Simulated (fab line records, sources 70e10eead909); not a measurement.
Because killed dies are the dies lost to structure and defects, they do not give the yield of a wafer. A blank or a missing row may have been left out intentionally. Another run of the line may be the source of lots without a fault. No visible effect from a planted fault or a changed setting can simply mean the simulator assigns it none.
A lot that was struck, set against a sound lot ; flow nand-harc ; 14 out of 1302 route steps
Sound: wafers L229.1, L229.3, L229.6. Wafers L226.2, L226.4, L226.6 were the ones struck. At the end, the cause is stated.
At each step with rows: each side's tool, then ch and its chambers, then its first start. Under that, the readings that differ: sound wafers ; struck wafers ; difference of the means ; sigmas: that difference in standard deviations of wafers without a fault.
alike: words and numbers the same on both sides, and readings whose means are apart by under 2 such deviations; not compared: readings that were withheld, readings missing a value for some wafer, numbers with overlapping values and no deviation given by the record, and bounds like >300 which may hide the same value.
The two part at a step that has a row with sigmas, a row that says differs or no value, or rows on one side only. Numbers that have no deviation but don't overlap get no sigmas and don't part them. A reading missing from all wafers of one side parts the sides only when that side holds two or more wafers.

NHARC_P_M2_DEP_33: deposits SiCN, target thk 30 nm.
  sound on pecvd-01 ch 0,2, day 10 15:12; struck on pecvd-01 ch 0,1, day 8 22:52
  alike: heater-power-w
NHARC_P_BONDPAD_DEP_00: deposits SiCN, target thk 250 nm.
  sound on pecvd-03 ch 0,1, day 10 15:44; struck on pecvd-02 ch 0,1,2, day 8 23:20
  alike: heater-power-w
NHARC_P_BONDPAD_CMP_32: polishes SiCN, target thk 200 nm.
  sound on cmp-02 ch 1,2,3, day 10 16:11; struck on cmp-01 ch 0,3, day 8 23:40
  alike: motor-current-A, slurry-flow-ml-min
NHARC_P_BONDPAD_THK_MEAS_33: measures by ellipsometry.
  sound: film-metro-01 at day 10 16:23; struck: film-metro-02 at day 8 23:54
  alike: thk-nm
then, 8 steps without rows for these wafers: NHARC_P_BONDPAD_SRD_34; NHARC_P_BONDPAD_DEHYDRATE_01 (time 120 s); NHARC_P_BONDPAD_HMDS_02 (time 30 s); NHARC_P_BONDPAD_COAT_36 (time 65 s); NHARC_P_BONDPAD_COAT_03 (resist thk 600 nm); NHARC_P_BONDPAD_SOFTBAKE_04 (time 70 s); NHARC_P_BONDPAD_EBR_05; NHARC_P_BONDPAD_EXPOSE_06 (exposes mask P BPAD).
NHARC_P_BONDPAD_PEB_07: peb time 80 s.
  sound on litho-track-05 ch 0, day 10 16:52; struck on litho-track-05, day 9 00:23
  no value came back on the struck wafers for chill-plate-temp-C (C), exhaust-pa (Pa), plate-temp-C (C); on the sound wafers chill-plate-temp-C (C) reads 22.97 22.92 22.97
then, 1 step without rows for these wafers: NHARC_P_BONDPAD_DEVELOP_08 (time 50 s).

== WHERE THEY PART ==
NHARC_P_BONDPAD_PEB_07 only, going by this record.

WHY: whatever the simulator had introduced
Entire step skipped (litho-track-05, NHARC_P_BONDPAD_PEB_07), from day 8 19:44 onward. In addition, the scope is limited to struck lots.
